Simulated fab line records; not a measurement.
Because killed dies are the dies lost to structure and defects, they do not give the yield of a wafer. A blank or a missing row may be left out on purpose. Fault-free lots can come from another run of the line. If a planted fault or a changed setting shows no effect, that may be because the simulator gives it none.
A lot that was struck, set against a sound lot | flow n5 finfet | 36 out of 1938 route steps
Sound: the wafers L832.1, L832.4, L832.5. Struck: wafer L830.1. (L830.2, L830.5 of the same lot were not struck and are left out.) The cause comes at the end.
Each step with rows lists, per side, the tool, then ch with its chambers, then its first start. Under that, the readings that differ: sound wafers | struck wafers | difference of the means | sigmas: that difference in standard deviations of wafers without a fault.
alike: words and numbers the same on both sides, and readings whose means are apart by under 2 such deviations; not compared: readings that were withheld, readings missing a value for some wafer, numbers with overlapping values and no deviation given by the record, and bounds like >300 which may hide the same value.
The two part at a step that has a row with sigmas, a row that says differs or no value, or rows on one side only. When numbers do not overlap yet have no deviation, they are printed without sigmas and do not part them. A reading that every wafer of one side lacks parts them only if that side has two wafers or more.

first, 8 steps without rows for these wafers: N5_BEOL_M10_SPUTTER_48 (material Cu, target thk 12 nm, time 2 s); N5_BEOL_M10_ECD_50 (material Cu, target thk 318 nm); N5_BEOL_M10_ANNEAL_51 (time 90 s); N5_BEOL_M10_CMP_52 (polishes, stops on SiCOH lowk, t overpolish 7 s, target thk 140 nm); N5_BEOL_M10_PRE_CLEAN_55 (time 15 s); N5_BEOL_M10_DEP_56 (deposits SiCN from 3MS/NH3, target thk 15 nm, time 26.5 s); N5_BEOL_M11_ILD_DEP_00 (deposits SiCOH lowk from DEMS/porogen, target thk 308.51 nm, time 58 s); N5_BEOL_M11_CURE_71 (cures SiCOH lowk, time 240 s).
N5_BEOL_M11_PECVD_70: deposits SiO2 from TEOS/O2, target thk 20 nm, time 22.7 s.
  sound on pecvd-02 ch 1,2, day 16 08:52; struck on pecvd-04 ch 1, day 16 08:10
  alike: heater power w, showerhead plenum p Torr, throttle valve pct
then, 9 steps without rows for these wafers: N5_BEOL_M11_HM_DEP_02 (deposits TiN, target thk 20 nm); N5_BEOL_M11_COAT_59 (time 60 s, resist thk 100 nm); N5_BEOL_M11_COAT_60 (time 60 s, resist thk 30 nm); N5_BEOL_M11_COAT_05 (resist thk 90 nm); N5_BEOL_M11_EBR_07; N5_BEOL_M11_SOFTBAKE_06 (time 60 s); N5_BEOL_M11_EXPOSE_08 (exposes mask M11); N5_BEOL_M11_PEB_09 (peb time 60 s); N5_BEOL_M11_DEVELOP_10 (develop time 30 s).
N5_BEOL_M11_INSPECT_13: inspects for defects (brightfield).
  sound: defect inspect-02 at day 16 10:35; struck: defect inspect-02 at day 16 10:04
  alike: raw defect count
then, 15 steps without rows for these wafers: N5_BEOL_M11_DESCUM_16 (chemistry O2, time 7.9 s); N5_BEOL_M11_ETCH_61 (etches SiARC in CF4, target depth 39 nm, time 65 s); N5_BEOL_M11_ETCH_62 (etches SOC in N2/H2, target depth 110 nm, overetch 22 nm, time 165 s); N5_BEOL_M11_STRIP_68 (strips in N2/H2); N5_BEOL_M11_STRIP_67 (strips in CF4); N5_BEOL_M11_HM_OPEN_17 (chemistry Cl2/BCl3, target TiN, target depth 20 nm, overetch 6 nm); N5_BEOL_M11_STRIP_19 (strips in O2); N5_BEOL_M11_COAT_63 (time 60 s, resist thk 100 nm); N5_BEOL_M11_COAT_64 (time 60 s, resist thk 30 nm); N5_BEOL_M11_COAT_22 (resist thk 90 nm); N5_BEOL_M11_EBR_24; N5_BEOL_M11_SOFTBAKE_23 (time 60 s); N5_BEOL_M11_EXPOSE_25 (exposes mask V10); N5_BEOL_M11_PEB_26 (peb time 60 s); N5_BEOL_M11_DEVELOP_27 (develop time 30 s).
N5_BEOL_M11_INSPECT_30: inspects for defects (brightfield).
  sound: defect inspect-02 at day 16 13:55; struck: defect inspect-02 at day 16 11:02
  alike: raw defect count
-- record jumps: 2 days separate the struck wafers' starts on either side; left off in module BEOL_M11, taken up again in module PASSIVATION, whose first shown step is the route's number 1936 --
N5_PASSIVATION_PROBE_49:
  rows exist in the record for the struck wafers here (prober-02, day 18 16:31), but not for the sound ones

== WHERE THEY PART ==
Only at N5_PASSIVATION_PROBE_49, within this record.

WHY: whatever the simulator had introduced
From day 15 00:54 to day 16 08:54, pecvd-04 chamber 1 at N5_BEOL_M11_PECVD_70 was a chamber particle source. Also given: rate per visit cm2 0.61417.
